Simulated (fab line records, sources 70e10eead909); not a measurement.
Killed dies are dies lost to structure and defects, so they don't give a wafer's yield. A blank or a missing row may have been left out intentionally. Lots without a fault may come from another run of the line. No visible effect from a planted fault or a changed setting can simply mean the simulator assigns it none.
Chamber matching    flow nandHarc    rieDiel-10 running NHARC_A_STAIRCASE_ETCH_253: 4 sister chambers
The step etches the open film in C4F8/O2, target depth 50 nm, time 20.2 s. 4 wafers are shown with their chamber, then 11 later ones without.

== WAFERS, EACH WITH ITS CHAMBER ==
wafer   chamber  rfVppV (V)
L090.1  0        892
L091.1  1        896
L091.4  2        894
L093.1  3        893

== WAFERS WHOSE CHAMBER IS MISSING ==
wafer   rfVppV (V)
L093.2  894
L093.4  891
L092.1  893
L092.4  894
L092.5  896
L094.3  893
L094.4  891
L094.6  897
L096.2  893
L096.3  894
L096.6  896

== WHICH CHAMBER EACH WENT THROUGH ==
wafer   from the rows above           in truth
L093.2  can't be placed: 2 or 3       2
L093.4  can't be placed: 0 or 3       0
L092.1  can't be placed: 3 or 0 or 2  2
L092.4  can't be placed: 2 or 3       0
L092.5  1                             1
L094.3  can't be placed: 3 or 0 or 2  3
L094.4  can't be placed: 0 or 3       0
L094.6  1                             1
L096.2  can't be placed: 3 or 0 or 2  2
L096.3  can't be placed: 2 or 3       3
L096.6  1                             1
Correctly placed: 3 of 11. Cannot be placed on the basis of these rows: 8; the candidates contain the true chamber in 7. Wrongly placed: 0.
How it was worked out, from the rows above alone: a wafer's distance from a chamber is the root of the sum, over the readings, of the square of ((its reading less the chamber's mean) divided by the reading's scatter). The wafer belongs to the nearest chamber; if the next one is less than 2 further off, it can't be placed. A chamber's mean is the mean of its shown wafers. The scatter: with one shown wafer a chamber, the root of the mean of the squares of how far each hidden wafer lies from its nearest shown one.
